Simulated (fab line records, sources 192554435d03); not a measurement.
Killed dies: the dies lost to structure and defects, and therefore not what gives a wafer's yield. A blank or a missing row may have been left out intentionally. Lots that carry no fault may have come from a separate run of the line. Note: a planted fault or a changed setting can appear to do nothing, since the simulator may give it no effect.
fab line records ; flow n5-finfet
record lots=11; wafers=30; last-day=17
route steps=1938 shown BEOL_M0@732 BEOL_M4@1111 PASSIVATION@1936
lots that met no fault: taken from a fault-free run of the same line
start-h: start of the lot's first displayed wafer, in hours after the record's first day ; wait-h: time in hours since the lot's previous step ; " as in the row above ; L1.1+2: several wafers, shown together as one row ; - either no value or no given start ; * or withheld: withheld ; < > ~ a bound
route shown NAME@n: NAME is a module with steps in the file, n the number in the route of the first one ; usual: average and standard deviation across the fault-free wafers ; same: alike in all rows ; chamber/n: place in a boat ; sites: each site's reading ; _std_site: how widely they spread, as a standard deviation ; _edge_site: the outer-site mean with the inner-site mean subtracted ; radius-mm: for every site, how far away it sits from the centre of the wafer ; mask NAME#n: copy n ; behind: the tool/chamber that last shaped the wafer ; hold: what put the lot on hold/how long, in hours/how the hold closed ; device: the transistor (n, p or np) that didn't switch ; end of line: tests run on the same wafers once the route is complete ; a step with no rows: only its recipe ; killed: dies lost to structure and defects at the first sort, not the wafer's yield ; map: dies across one wafer; x = killed, . = not, _ = none there
set.NAME: the setting that was run; set.NAME@STEP: the one run at that earlier step ; model.NAME: the simulator's own value behind a step, which no gauge read
the route's steps for a sample of lots (tables are steps, rows are wafers)
services: from which hour (start-h, from the record's first day; less than 0 if before it) a tool's chamber was out of use, for how many hours, and why
## steps
# step N5_BEOL_M0_SURFACE_TREAT_137
# recipe gas=Ar; time-s=*; ion-energy-ev=*; ion-current-ma-cm2=0.5; pressure-mtorr=*; ar-flow-sccm=30
# usual throttle-valve-pct=*
lot.wafer;tool;chamber;start-h;wait-h;throttle-valve-pct
L617.1;pvd-sputter-01;-;116.12;0.6;*
L617.2;pvd-sputter-01;-;116.12;0.6;*
L619.1;pvd-sputter-03;-;132.69;0.3;*
L619.3;pvd-sputter-03;-;132.69;0.3;*
L620.2;pvd-sputter-03;-;138.23;0.1;*
L620.3;pvd-sputter-03;-;138.23;0.1;*
L620.6;pvd-sputter-03;-;138.23;0.1;*
L621.1;pvd-sputter-03;-;144.10;0.1;*
L621.2;pvd-sputter-03;-;144.10;0.1;*
L621.5;pvd-sputter-03;-;144.10;0.1;*
L622.1;pvd-sputter-03;-;145.69;0.1;*
L622.5;pvd-sputter-03;-;145.69;0.1;*
L622.6;pvd-sputter-03;-;145.69;0.1;*
L623.1;pvd-sputter-01;-;155.76;0.2;*
L623.2;pvd-sputter-01;-;155.76;0.2;*
L623.6;pvd-sputter-01;-;155.76;0.2;*
L624.3;pvd-sputter-02;-;157.31;0.2;*
L624.4;pvd-sputter-02;-;157.31;0.2;*
L626.4;pvd-sputter-02;-;167.77;0.2;*
L626.5;pvd-sputter-02;-;167.77;0.2;*
L626.6;pvd-sputter-02;-;167.77;0.2;*
L630.1;pvd-sputter-02;-;196.83;0.1;*
L630.3;pvd-sputter-02;-;196.83;0.1;*
L630.6;pvd-sputter-02;-;196.83;0.1;*
L632.3;pvd-sputter-01;-;215.43;0.3;*
L632.4;pvd-sputter-01;-;215.43;0.3;*
L632.5;pvd-sputter-01;-;215.43;0.3;*
L640.1;pvd-sputter-03;-;255.17;1.5;*
L640.3;pvd-sputter-03;-;255.17;1.5;*
L640.4;pvd-sputter-03;-;255.17;1.5;*
# step N5_BEOL_M0_ANNEAL_133
# recipe temp-c=400; time-s=60; ambient=vacuum
# usual heater-power-w=815/90; susceptor_temp_C_max=400.9/0.35
lot.wafer;tool;chamber;start-h;wait-h;heater-power-w;susceptor_temp_C_max
L617.1;pvd-sputter-01;-;116.52;0.0;873;401.2
L617.2;pvd-sputter-01;-;116.52;0.0;712;401.2
L619.1;pvd-sputter-01;-;134.84;0.0;752;400.9
L619.3;pvd-sputter-01;-;134.84;0.0;851;401.0
L620.2;pvd-sputter-03;-;138.75;0.0;802;401.8
L620.3;pvd-sputter-03;-;138.75;0.0;838;400.7
L620.6;pvd-sputter-03;-;138.75;0.0;806;401.4
L621.1;pvd-sputter-03;-;144.64;0.0;786;400.8
L621.2;pvd-sputter-03;-;144.64;0.0;956;400.6
L621.5;pvd-sputter-03;-;144.64;0.0;885;400.8
L622.1;pvd-sputter-01;-;146.11;0.0;973;400.6
L622.5;pvd-sputter-01;-;146.11;0.0;702;400.8
L622.6;pvd-sputter-01;-;146.11;0.0;773;401.0
L623.1;pvd-sputter-03;-;156.16;0.0;952;400.7
L623.2;pvd-sputter-03;-;156.16;0.0;787;401.5
L623.6;pvd-sputter-03;-;156.16;0.0;786;401.2
L624.3;pvd-sputter-02;-;157.73;0.0;718;401.1
L624.4;pvd-sputter-02;-;157.73;0.0;704;400.5
L626.4;pvd-sputter-01;-;168.20;0.0;878;401.7
L626.5;pvd-sputter-01;-;168.20;0.0;982;401.0
L626.6;pvd-sputter-01;-;168.20;0.0;870;401.3
L630.1;pvd-sputter-03;-;198.54;0.0;807;401.4
L630.3;pvd-sputter-03;-;198.54;0.0;896;400.6
L630.6;pvd-sputter-03;-;198.54;0.0;883;400.6
L632.3;pvd-sputter-01;-;216.29;0.0;871;401.5
L632.4;pvd-sputter-01;-;216.29;0.0;704;401.0
L632.5;pvd-sputter-01;-;216.29;0.0;768;400.9
L640.1;pvd-sputter-01;-;255.74;0.0;873;401.2
L640.3;pvd-sputter-01;-;255.74;0.0;700;400.9
L640.4;pvd-sputter-01;-;255.74;0.0;777;401.2
# step N5_BEOL_M0_CMP_120
# recipe stop-on=SiOC; t-overpolish-s=6.9; down-force-psi=1; platen-rpm=50; clearing-platen-down-force-psi=1.5; clearing-platen-rpm=50; post-cmp-clean=cu-alkaline; clearing-platen-pad-velocity-m-s=0.99484; pad-velocity-m-s=0.99484
# usual barrier-field-endpoint-s=3.70/0.14; motor-current-A=6.5/0.74; overpolish-run-s=6.900/0.0094; slurry-filter-dp-kPa=13.52/0.12; time-to-endpoint-s=65/3.3
lot.wafer;tool;chamber;start-h;wait-h;barrier-field-endpoint-s;motor-current-A;overpolish-run-s;slurry-filter-dp-kPa;time-to-endpoint-s
L617.1;cmp-03;2;117.25;0.3;3.80;5.4;6.883;13.36;65
L617.2;cmp-03;3;117.25;0.3;3.77;5.8;6.886;13.55;66
L619.1;cmp-04;1;135.50;0.3;3.74;6.0;6.906;13.64;68
L619.3;cmp-04;2;135.50;0.3;3.71;6.1;6.883;13.48;67
L620.2;cmp-04;1;139.68;0.4;3.67;6.0;6.900;13.43;62
L620.3;cmp-04;0;139.68;0.4;3.42;6.8;6.895;13.49;64
L620.6;cmp-04;2;139.68;0.4;3.55;6.4;6.905;13.43;64
L621.2;cmp-02;1;145.81;0.2;3.55;7.1;6.892;13.51;60
L621.1;cmp-02;0;145.81;0.2;3.57;5.1;6.909;13.46;64
L621.5;cmp-02;1;145.81;0.2;3.44;6.7;6.897;13.67;60
L622.1;cmp-04;0;146.90;0.3;3.87;7.0;6.907;13.40;66
L622.6;cmp-04;3;146.90;0.3;3.67;7.5;6.890;13.49;61
L622.5;cmp-04;0;146.90;0.3;3.67;7.1;6.906;13.48;68
L623.1;cmp-02;2;156.85;0.3;3.91;6.5;6.902;13.55;68
L623.2;cmp-02;0;156.85;0.3;3.85;5.3;6.896;13.65;66
L623.6;cmp-02;1;156.85;0.3;3.67;7.0;6.895;13.52;64
L624.4;cmp-04;2;158.55;0.2;3.99;6.5;6.869;13.55;65
L624.3;cmp-04;0;158.55;0.2;3.85;7.1;6.896;13.48;69
L626.4;cmp-04;1;169.31;0.2;3.73;5.8;6.900;13.26;67
L626.6;cmp-04;3;169.31;0.2;3.83;7.6;6.891;13.32;64
L626.5;cmp-04;0;169.31;0.2;3.76;7.1;6.878;13.60;69
L630.3;cmp-03;0;199.21;0.2;3.74;6.2;6.893;13.59;68
L630.1;cmp-03;3;199.21;0.2;3.75;5.5;6.916;13.42;64
L630.6;cmp-03;0;199.21;0.2;3.54;5.5;6.898;13.28;63
L632.4;cmp-04;0;216.94;0.1;7.64;6.5;6.884;13.59;81
L632.3;cmp-04;1;216.94;0.1;7.71;6.0;6.890;13.39;81
L632.5;cmp-04;1;216.94;0.1;3.72;5.9;6.885;13.56;67
L640.4;cmp-02;0;256.41;0.1;3.65;5.3;6.895;13.64;64
L640.1;cmp-02;1;256.41;0.1;3.59;6.8;6.894;13.50;61
L640.3;cmp-02;2;256.41;0.1;3.48;6.8;6.910;13.42;62
# step N5_BEOL_M0_INSPECT_127
# recipe inspect-instrument=darkfield; mode=post-dep
# usual raw-defect-count=71/26
lot.wafer;tool;chamber;start-h;wait-h;raw-defect-count
L617.1;defect-inspect-01;-;117.76;0.0;71
L617.2;defect-inspect-01;-;117.76;0.0;125
L619.1;defect-inspect-02;-;136.13;0.0;65
L619.3;defect-inspect-02;-;136.13;0.0;75
L620.2;defect-inspect-01;-;140.27;0.0;43
L620.3;defect-inspect-01;-;140.27;0.0;35
L620.6;defect-inspect-01;-;140.27;0.0;49
L621.1;defect-inspect-01;-;146.39;0.0;62
L621.2;defect-inspect-01;-;146.39;0.0;41
L621.5;defect-inspect-01;-;146.39;0.0;43
L622.1;defect-inspect-02;-;147.74;0.0;37
L622.5;defect-inspect-02;-;147.74;0.0;90
L622.6;defect-inspect-02;-;147.74;0.0;40
L623.1;defect-inspect-01;-;157.39;0.0;63
L623.2;defect-inspect-01;-;157.39;0.0;54
L623.6;defect-inspect-01;-;157.39;0.0;32
L624.3;defect-inspect-01;-;159.09;0.0;75
L624.4;defect-inspect-01;-;159.09;0.0;97
L626.4;defect-inspect-01;-;169.87;0.0;63
L626.5;defect-inspect-01;-;169.87;0.0;81
L626.6;defect-inspect-01;-;169.87;0.0;96
L630.1;defect-inspect-02;-;199.90;0.0;76
L630.3;defect-inspect-02;-;199.90;0.0;94
L630.6;defect-inspect-02;-;199.90;0.0;82
L632.3;defect-inspect-02;-;217.53;0.0;3584
L632.4;defect-inspect-02;-;217.53;0.0;3454
L632.5;defect-inspect-02;-;217.53;0.0;91
L640.1;defect-inspect-01;-;257.02;0.0;62
L640.3;defect-inspect-01;-;257.02;0.0;69
L640.4;defect-inspect-01;-;257.02;0.0;51
# step N5_BEOL_M4_RC_MEAS_101
# usual DIBL_N=36.3/1.6; DIBL_P=36.2/2; IOFF_N=0.160/0.028; IOFF_P=0.21/0.036; ION_N=677/11; ION_P=465/6.9; SS_N=71.5/0.55; SS_P=73.3/0.64; VT_N=250/3; VT_P=-250/3.5
lot.wafer;tool;chamber;start-h;wait-h;DIBL_N[mV/V];DIBL_P[mV/V];IOFF_N[nA/um];IOFF_P[nA/um];ION_N[uA/um];ION_P[uA/um];SS_N[mV/dec];SS_P[mV/dec];VT_N[mV];VT_P[mV]
L617.1;prober-01;0;164.88;0.0;40.7;40.5;0.246;0.30;688;472;71.9;73.7;243;-246
L617.2;prober-01;0;164.88;0.0;39.1;38.7;0.186;0.25;671;466;72.2;74.2;247;-248
L619.1;prober-01;0;172.22;0.0;32.7;32.0;0.112;0.15;668;454;70.4;72.0;253;-257
L619.3;prober-01;0;172.22;0.0;35.3;35.6;0.149;0.19;671;462;71.5;72.9;249;-253
L620.2;prober-01;0;193.52;0.2;37.0;35.5;0.146;0.23;678;464;71.7;72.9;249;-247
L620.3;prober-01;0;193.52;0.2;38.2;37.4;0.175;0.26;678;474;71.3;73.4;247;-245
L620.6;prober-01;0;193.52;0.2;39.1;37.2;0.185;0.27;683;467;72.3;73.3;247;-243
L621.1;prober-01;0;200.16;0.0;33.3;33.7;0.114;0.15;660;456;70.6;72.6;256;-255
L621.2;prober-01;0;200.16;0.0;34.5;34.8;0.136;0.17;679;470;70.5;72.8;255;-252
L621.5;prober-01;0;200.16;0.0;34.5;33.9;0.139;0.16;669;457;71.2;73.1;252;-254
L622.1;prober-02;0;202.72;0.0;37.8;37.0;0.155;0.22;679;473;71.5;73.6;251;-249
L622.5;prober-02;0;202.72;0.0;38.3;36.7;0.152;0.22;662;469;71.8;73.4;253;-248
L622.6;prober-02;0;202.72;0.0;40.5;40.7;0.222;0.30;699;477;72.4;74.5;246;-244
L623.1;prober-01;0;204.48;0.0;37.1;36.7;0.159;0.21;679;467;72.0;73.0;250;-252
L623.2;prober-01;0;204.48;0.0;37.2;35.5;0.166;0.20;671;459;72.2;72.8;247;-250
L623.6;prober-01;0;204.48;0.0;36.6;35.7;0.150;0.19;683;461;71.2;72.2;249;-250
L624.3;prober-01;0;209.69;0.3;37.7;40.4;0.219;0.27;702;478;71.6;74.7;243;-248
L624.4;prober-01;0;209.69;0.3;35.0;36.8;0.160;0.20;675;459;71.2;72.7;250;-252
L626.4;prober-01;0;231.14;0.5;37.8;38.9;0.187;0.29;684;478;71.4;73.6;246;-243
L626.5;prober-01;0;231.14;0.5;38.0;39.1;0.190;0.29;688;479;72.1;73.4;248;-243
L626.6;prober-01;0;231.14;0.5;37.6;38.2;0.177;0.27;673;469;71.1;73.6;248;-244
L630.1;prober-01;0;242.18;0.0;37.0;36.9;0.165;0.19;680;460;72.2;73.3;249;-254
L630.3;prober-01;0;242.18;0.0;36.2;37.5;0.169;0.20;685;469;71.6;73.2;251;-252
L630.6;prober-01;0;242.18;0.0;37.1;37.5;0.171;0.20;691;471;72.1;74.1;249;-256
L632.5;prober-01;0;276.16;0.6;36.7;37.9;0.181;0.24;679;469;72.8;73.5;247;-246
L640.1;prober-02;0;309.49;0.0;36.5;36.4;0.155;0.19;671;453;72.0;73.5;250;-254
L640.3;prober-02;0;309.49;0.0;35.6;35.2;0.144;0.16;678;456;71.4;73.4;251;-257
L640.4;prober-02;0;309.49;0.0;36.0;35.8;0.139;0.17;670;452;71.6;73.5;249;-253
# step N5_PASSIVATION_PROBE_49
# usual defect-limited-yield=91.2/1.5; killed_at_M0_to_M3=36/10; killed_at_M4_up=13/6; killed-at-contacts=11/5.2; killed-at-front-end=40/11; killed-at-other=3.1/2.9; killed-dies=104/17; killed-on-rim=14/3.6; killed-open=66/12; killed-short=34/7.7; sort_bin_5_function=5.1/0.91; sort_bin_6_memory=3.2/0.67; sort-n-pass=1076/17; sort-yield-pct=91.2/1.5
# same gross-dies=1180; killed-at-back-side=0; sort_bin_4_leakage[%]=0; sort_bin_8_speed[%]=0
lot.wafer;tool;chamber;start-h;wait-h;defect-limited-yield[%];killed_at_M0_to_M3;killed_at_M4_up;killed-at-contacts;killed-at-front-end;killed-at-other;killed-dies;killed-on-rim;killed-open;killed-short;sort_bin_5_function[%];sort_bin_6_memory[%];sort-n-pass;sort-yield-pct[%]
L619.1;prober-01;-;282.10;0.0;92.6;24;8;11;42;2;87;13;62;25;4.7;2.4;1093;92.6
L619.3;prober-01;-;282.20;0.1;92.5;35;8;8;31;6;88;12;49;36;4.3;2.8;1092;92.5
L617.1;prober-02;-;283.88;0.0;89.1;59;13;3;52;2;129;17;82;46;5.8;4.7;1051;89.1
L617.2;prober-02;-;283.93;0.1;88.3;59;16;10;51;2;138;18;90;43;6.5;4.6;1042;88.3
L620.2;prober-02;-;299.51;0.1;92.4;23;17;16;28;6;90;14;51;34;4.5;3.0;1090;92.4
L620.3;prober-02;-;299.56;0.1;91.7;34;21;10;32;1;98;11;60;35;5.5;2.6;1082;91.7
L620.6;prober-02;-;299.71;0.3;90.9;34;22;18;30;3;107;14;73;32;5.3;3.7;1073;90.9
L621.1;prober-01;-;301.01;0.3;91.7;37;23;11;18;9;98;15;69;24;4.5;3.3;1082;91.7
L621.2;prober-01;-;301.06;0.3;91.8;36;20;14;20;7;97;10;74;23;4.6;3.5;1083;91.8
L621.5;prober-01;-;301.21;0.5;88.9;46;22;9;43;11;131;14;84;37;5.8;4.3;1049;88.9
L623.1;prober-02;-;302.56;0.0;88.6;46;12;16;51;9;134;12;76;52;6.4;4.2;1046;88.6
L623.2;prober-02;-;302.61;0.1;91.0;32;11;22;38;3;106;14;69;34;5.7;3.2;1074;91.0
L623.6;prober-02;-;302.81;0.3;90.7;42;15;10;43;0;110;13;65;42;5.2;3.7;1070;90.7
L622.1;prober-02;-;306.24;0.0;89.6;40;17;5;53;8;123;16;59;47;5.3;3.9;1057;89.6
L622.5;prober-02;-;306.44;0.2;88.0;43;17;4;74;4;142;16;94;38;6.9;4.3;1038;88.0
L622.6;prober-02;-;306.49;0.3;89.3;65;7;7;46;1;126;14;69;53;6.1;4.3;1054;89.3
L624.3;prober-01;-;310.75;0.1;89.7;35;11;21;50;5;122;15;77;42;5.6;4.2;1058;89.7
L624.4;prober-01;-;310.80;0.2;91.9;43;7;16;26;4;96;12;60;34;4.8;3.0;1084;91.9
L626.4;prober-02;-;348.82;0.2;90.7;41;8;8;52;1;110;16;63;46;6.0;2.9;1070;90.7
L626.5;prober-02;-;348.87;0.2;91.0;34;15;16;35;6;106;15;61;33;4.9;3.3;1074;91.0
L626.6;prober-02;-;348.92;0.3;91.4;45;18;9;25;5;102;12;73;28;5.0;3.4;1078;91.4
L630.1;prober-02;-;352.91;0.7;91.5;35;13;17;34;1;100;13;68;32;5.1;3.3;1080;91.5
L630.3;prober-02;-;353.01;0.8;92.8;38;10;6;30;1;85;9;63;20;4.7;2.4;1095;92.8
L630.6;prober-02;-;353.16;0.9;90.9;29;18;11;45;4;107;9;72;35;5.7;3.3;1073;90.9
L632.3;prober-01;-;378.28;0.1;0;1136;4;7;32;1;1180;152;56;20;2.9;3.6;0;0
L632.4;prober-01;-;378.33;0.2;0;1121;7;9;39;4;1180;152;63;31;5.0;2.7;0;0
L632.5;prober-01;-;378.38;0.2;89.4;53;13;15;42;2;125;20;62;55;5.9;3.9;1055;89.4
L640.1;prober-01;-;417.80;0.0;92.0;37;13;11;27;6;94;12;55;33;5.3;2.5;1086;92.0
L640.3;prober-01;-;417.90;0.1;90.2;55;12;9;34;6;116;14;72;41;6.2;3.5;1064;90.2
L640.4;prober-01;-;417.95;0.2;90.9;44;12;13;32;6;107;12;65;31;5.0;3.4;1073;90.9
# killed by level:class
L619.1 FIN_SAQP:geometric-particle:open=16 MOL_CONTACT_COAG:geometric-particle:open=8 BEOL_M0_SAQP:geometric-particle:open=8 STI_FIN_REVEAL:geometric-particle:open=7 BEOL_M1:geometric-particle:open=7 FIN_SAQP:geometric-particle:short=4 BEOL_M3:geometric-particle:open=4 STARTING-WAFER:geometric-particle:short=4
L619.3 BEOL_M0_SAQP:geometric-particle:open=9 FIN_SAQP:geometric-particle:open=8 BEOL_M0:geometric-particle:short=8 MOL_CONTACT_COAG:geometric-particle:open=5 BEOL_M0_SAQP:geometric-particle:short=5 FIN_SAQP:geometric-particle:short=4 BEOL_M1:geometric-particle:open=4 STI_FIN_REVEAL:geometric-particle:open=4
L617.1 BEOL_M0_SAQP:geometric-particle:short=14 STI_FIN_REVEAL:geometric-particle:open=12 FIN_SAQP:geometric-particle:open=9 BEOL_M1:geometric-particle:open=9 BEOL_M2:geometric-particle:open=9 BEOL_M0_SAQP:geometric-particle:open=8 GATE_CUT:geometric-particle:short=7 GATE_CUT:geometric-particle:open=5
L617.2 STI_FIN_REVEAL:geometric-particle:open=17 BEOL_M0_SAQP:geometric-particle:open=12 BEOL_M3:geometric-particle:open=11 FIN_SAQP:geometric-particle:open=10 BEOL_M0_SAQP:geometric-particle:short=9 FIN_SAQP:geometric-particle:short=8 MOL_CONTACT_COAG:geometric-particle:open=8 GATE_CUT:geometric-particle:short=5
L620.2 FIN_SAQP:geometric-particle:open=11 MOL_CONTACT_COAG:geometric-particle:open=8 MOL_CONTACT_COAG:geometric-particle:short=7 BEOL_M4:geometric-particle:open=7 BEOL_M3:geometric-particle:open=6 FIN_SAQP:geometric-particle:short=4 BEOL_M0_SAQP:geometric-particle:short=4 STARTING-WAFER:geometric-particle:open=4
L620.3 FIN_SAQP:geometric-particle:short=11 BEOL_M0_SAQP:geometric-particle:short=10 FIN_SAQP:geometric-particle:open=9 MOL_CONTACT_COAG:geometric-particle:open=9 BEOL_M0_SAQP:geometric-particle:open=9 BEOL_M1:geometric-particle:open=8 BEOL_M4:geometric-particle:open=5 BEOL_M6:geometric-particle:open=4
L620.6 MOL_CONTACT_COAG:geometric-particle:open=15 FIN_SAQP:geometric-particle:open=9 BEOL_M4:geometric-particle:open=7 BEOL_M0_SAQP:geometric-particle:short=6 BEOL_M1:geometric-particle:open=6 BEOL_M3:geometric-particle:open=6 BEOL_M0_SAQP:geometric-particle:open=5 BEOL_M4:geometric-particle:short=4
L621.1 BEOL_M1:geometric-particle:open=13 BEOL_M4:geometric-particle:open=10 MOL_CONTACT_COAG:geometric-particle:open=8 BEOL_M0:geometric-particle:open=7 STI_FIN_REVEAL:geometric-particle:open=6 BEOL_M0_SAQP:geometric-particle:open=6 BEOL_M4:geometric-particle:short=6 PASS1_CAP:geometric-particle:open=4
L621.2 BEOL_M4:geometric-particle:open=13 MOL_CONTACT_COAG:geometric-particle:open=12 BEOL_M0:geometric-particle:open=8 FIN_SAQP:geometric-particle:open=7 BEOL_M0_SAQP:geometric-particle:open=7 BEOL_M3:geometric-particle:open=7 BEOL_M0_SAQP:geometric-particle:short=5 FIN_SAQP:geometric-particle:short=4
L621.5 BEOL_M0_SAQP:geometric-particle:open=11 STI_FIN_REVEAL:geometric-particle:open=10 BEOL_M0_SAQP:geometric-particle:short=10 BEOL_M2:geometric-particle:open=10 BEOL_M4:geometric-particle:open=9 MOL_CONTACT_COAG:geometric-particle:open=7 BEOL_M3:geometric-particle:open=7 FIN_SAQP:geometric-particle:short=6
L623.1 BEOL_M0_SAQP:geometric-particle:short=16 BEOL_M0_SAQP:geometric-particle:open=11 FIN_SAQP:geometric-particle:short=10 STI_FIN_REVEAL:geometric-particle:open=10 MOL_CONTACT_COAG:geometric-particle:open=9 GATE_CUT:geometric-particle:short=8 BEOL_M0:geometric-particle:open=7 DUMMY_GATE:geometric-particle:open=6
L623.2 MOL_CONTACT_COAG:geometric-particle:open=20 FIN_SAQP:geometric-particle:short=10 STI_FIN_REVEAL:geometric-particle:open=9 BEOL_M2:geometric-particle:open=7 BEOL_M0_SAQP:geometric-particle:open=7 BEOL_M0_SAQP:geometric-particle:short=7 STI_FIN_REVEAL:geometric-particle:short=3 DUMMY_GATE:geometric-particle:short=3
L623.6 FIN_SAQP:geometric-particle:short=12 BEOL_M0_SAQP:geometric-particle:short=11 MOL_CONTACT_COAG:geometric-particle:open=10 BEOL_M0_SAQP:geometric-particle:open=9 BEOL_M1:geometric-particle:open=8 STI_FIN_REVEAL:geometric-particle:open=6 BEOL_M3:geometric-particle:open=6 BEOL_M4:geometric-particle:open=5
L622.1 BEOL_M0_SAQP:geometric-particle:open=14 BEOL_M0_SAQP:geometric-particle:short=14 HKMG_FIN:area-etch=9 GATE_CUT:geometric-particle:short=8 FIN_SAQP:geometric-particle:short=7 FIN_SAQP:geometric-particle:open=6 GATE_CUT:geometric-particle:open=6 BEOL_M4:geometric-particle:open=5
L622.5 FIN_SAQP:geometric-particle:open=27 BEOL_M0:geometric-particle:open=12 FIN_SAQP:geometric-particle:short=10 GATE_CUT:geometric-particle:open=8 BEOL_M0_SAQP:geometric-particle:open=8 BEOL_M3:geometric-particle:open=8 HKMG_FIN:area-etch=8 BEOL_M0_SAQP:geometric-particle:short=6
L622.6 BEOL_M0_SAQP:geometric-particle:open=26 BEOL_M0_SAQP:geometric-particle:short=23 FIN_SAQP:geometric-particle:short=9 FIN_SAQP:geometric-particle:open=7 DUMMY_GATE:geometric-particle:open=5 MOL_CONTACT_COAG:geometric-particle:open=5 STARTING-WAFER:geometric-particle:open=4 BEOL_M0:geometric-particle:open=4
L624.3 FIN_SAQP:geometric-particle:short=25 MOL_CONTACT_COAG:geometric-particle:open=15 BEOL_M1:geometric-particle:open=12 FIN_SAQP:geometric-particle:open=7 STI_FIN_REVEAL:geometric-particle:open=7 BEOL_M3:geometric-particle:open=6 BEOL_M2:geometric-particle:open=5 MOL_CONTACT_COAG:geometric-particle:short=5
L624.4 MOL_CONTACT_COAG:geometric-particle:open=13 BEOL_M0_SAQP:geometric-particle:short=12 BEOL_M0_SAQP:geometric-particle:open=12 GATE_CUT:geometric-particle:open=7 BEOL_M3:geometric-particle:open=7 BEOL_M1:geometric-particle:short=5 FIN_SAQP:geometric-particle:open=4 DUMMY_GATE:geometric-particle:open=3
L626.4 FIN_SAQP:geometric-particle:short=17 FIN_SAQP:geometric-particle:open=14 BEOL_M0_SAQP:geometric-particle:short=11 BEOL_M0_SAQP:geometric-particle:open=9 BEOL_M2:geometric-particle:open=8 MOL_CONTACT_COAG:geometric-particle:open=7 BEOL_M1:geometric-particle:open=7 STARTING-WAFER:geometric-particle:short=6
L626.5 MOL_CONTACT_COAG:geometric-particle:open=14 BEOL_M0_SAQP:geometric-particle:short=10 BEOL_M3:geometric-particle:open=8 FIN_SAQP:geometric-particle:short=7 BEOL_M1:geometric-particle:open=7 BEOL_M0_SAQP:geometric-particle:open=7 HKMG_FIN:area-etch=7 FIN_SAQP:geometric-particle:open=4
L626.6 BEOL_M0_SAQP:geometric-particle:open=12 BEOL_M0_SAQP:geometric-particle:short=10 BEOL_M3:geometric-particle:open=10 BEOL_M4:geometric-particle:open=10 FIN_SAQP:geometric-particle:open=7 MOL_CONTACT_COAG:geometric-particle:open=6 STI_FIN_REVEAL:geometric-particle:open=5 BEOL_M1:geometric-particle:open=4
L630.1 MOL_CONTACT_COAG:geometric-particle:open=14 BEOL_M3:geometric-particle:open=11 BEOL_M2:geometric-particle:open=9 FIN_SAQP:geometric-particle:short=7 FIN_SAQP:geometric-particle:open=6 BEOL_M0:geometric-particle:open=5 STARTING-WAFER:geometric-particle:open=5 DUMMY_GATE:geometric-particle:open=4
L630.3 BEOL_M3:geometric-particle:open=12 BEOL_M0_SAQP:geometric-particle:open=8 STI_FIN_REVEAL:geometric-particle:open=6 MOL_CONTACT_COAG:geometric-particle:open=6 FIN_SAQP:geometric-particle:open=5 DUMMY_GATE:geometric-particle:open=5 BEOL_M2:geometric-particle:open=5 SPACER0:geometric-particle:open=4
L630.6 FIN_SAQP:geometric-particle:open=12 MOL_CONTACT_COAG:geometric-particle:open=9 BEOL_M3:geometric-particle:open=9 BEOL_M5:geometric-particle:open=7 FIN_SAQP:geometric-particle:short=6 DUMMY_GATE:geometric-particle:open=6 BEOL_M4:geometric-particle:open=6 GATE_CUT:geometric-particle:short=5
L632.3 BEOL_M0:area-cmp=1102 BEOL_M1:geometric-particle:open=11 FIN_SAQP:geometric-particle:open=6 DUMMY_GATE:geometric-particle:open=6 MOL_CONTACT_COAG:geometric-particle:open=6 BEOL_M0_SAQP:geometric-particle:short=6 BEOL_M0_SAQP:geometric-particle:open=6 BEOL_M3:geometric-particle:open=4
L632.4 BEOL_M0:area-cmp=1085 BEOL_M0_SAQP:geometric-particle:short=10 BEOL_M0_SAQP:geometric-particle:open=10 MOL_CONTACT_COAG:geometric-particle:open=9 FIN_SAQP:geometric-particle:short=7 DUMMY_GATE:geometric-particle:open=7 FIN_SAQP:geometric-particle:open=6 GATE_CUT:geometric-particle:open=5
L632.5 BEOL_M0_SAQP:geometric-particle:short=24 BEOL_M0_SAQP:geometric-particle:open=17 MOL_CONTACT_COAG:geometric-particle:open=8 FIN_SAQP:geometric-particle:open=7 MOL_CONTACT_COAG:geometric-particle:short=7 BEOL_M4:geometric-particle:open=7 HKMG_FIN:area-etch=7 FIN_SAQP:geometric-particle:short=5
L640.1 BEOL_M0_SAQP:geometric-particle:short=12 MOL_CONTACT_COAG:geometric-particle:open=9 BEOL_M0_SAQP:geometric-particle:open=9 STI_FIN_REVEAL:geometric-particle:open=6 BEOL_M3:geometric-particle:open=5 STARTING-WAFER:geometric-particle:open=4 FIN_SAQP:geometric-particle:short=3 SPACER0:geometric-particle:short=3
L640.3 BEOL_M0_SAQP:geometric-particle:short=23 BEOL_M0_SAQP:geometric-particle:open=17 FIN_SAQP:geometric-particle:open=9 MOL_CONTACT_COAG:geometric-particle:open=8 STI_FIN_REVEAL:geometric-particle:open=6 BEOL_M4:geometric-particle:open=6 FIN_SAQP:geometric-particle:short=5 BEOL_M2:geometric-particle:open=4
L640.4 BEOL_M0_SAQP:geometric-particle:open=12 MOL_CONTACT_COAG:geometric-particle:open=10 BEOL_M0_SAQP:geometric-particle:short=10 BEOL_M3:geometric-particle:open=8 FIN_SAQP:geometric-particle:short=6 FIN_SAQP:geometric-particle:open=6 BEOL_M4:geometric-particle:open=6 HKMG_FIN:area-etch=6
## services
tool;chamber;start-h;hours;kind
cmp-03;-;92.18;1.3;repair
cmp-03;-;96.87;0.2;repair
pvd-sputter-01;-;107.88;1.9;repair
cmp-04;-;113.36;4.7;pm
pvd-sputter-03;-;117.71;8.4;repair
cmp-03;-;121.05;4.0;pm
cmp-03;-;125.05;-;consumable-replace:conditioner
cmp-03;-;125.05;-;consumable-replace:pad
cmp-03;-;158.33;3.9;pm
pvd-sputter-03;-;169.46;17.4;repair
cmp-02;-;182.60;0.2;repair
cmp-03;-;189.04;0.4;repair
cmp-03;-;195.48;1.7;repair
cmp-02;-;200.56;2.4;repair
cmp-02;-;215.42;4.0;pm
cmp-02;-;219.42;-;consumable-replace:conditioner
cmp-02;-;219.42;-;consumable-replace:pad
cmp-03;-;235.56;1.1;repair
cmp-03;-;243.89;5.3;pm
cmp-02;-;244.01;1.5;repair
## key
first-sign step=N5_BEOL_M0_CMP_120; reading=barrier-field-endpoint-s; direction=up; sigmas=28; usual=3.70; struck=7.68
effect step=N5_BEOL_M0_CMP_120; reading=time-to-endpoint-s; direction=up; sigmas=4.9; usual=*; struck=*
effect step=N5_BEOL_M0_INSPECT_127; reading=raw-defect-count; direction=up; sigmas=99+; usual=71; struck=3519
effect step=N5_PASSIVATION_PROBE_49; reading=killed_at_M0_to_M3; direction=up; sigmas=99+; usual=36; struck=1128
more-kills-born-at N5_BEOL_M0_CMP_120@cmp-04=2187
met-at N5_BEOL_M0_CMP_120
struck-lots L632
struck-wafers L632.3,L632.4
later-rows-left-out L632.3,L632.4
not-acting-at N5_BEOL_M0_SURFACE_TREAT_137,N5_BEOL_M0_ANNEAL_133
onset-between 169.31 216.94
fault kind=process-parameter-drift; tool=cmp-04; chamber=-; onset-h=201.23; steps=N5_BEOL_M0_CMP_120; channel=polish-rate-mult; offset=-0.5; shape=step; end-h=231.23; scope=struck-wafers-only
# later-rows-left-out: the simulator's readings of these wafers behind a module that went badly wrong aren't trusted and aren't shown, but for the sort
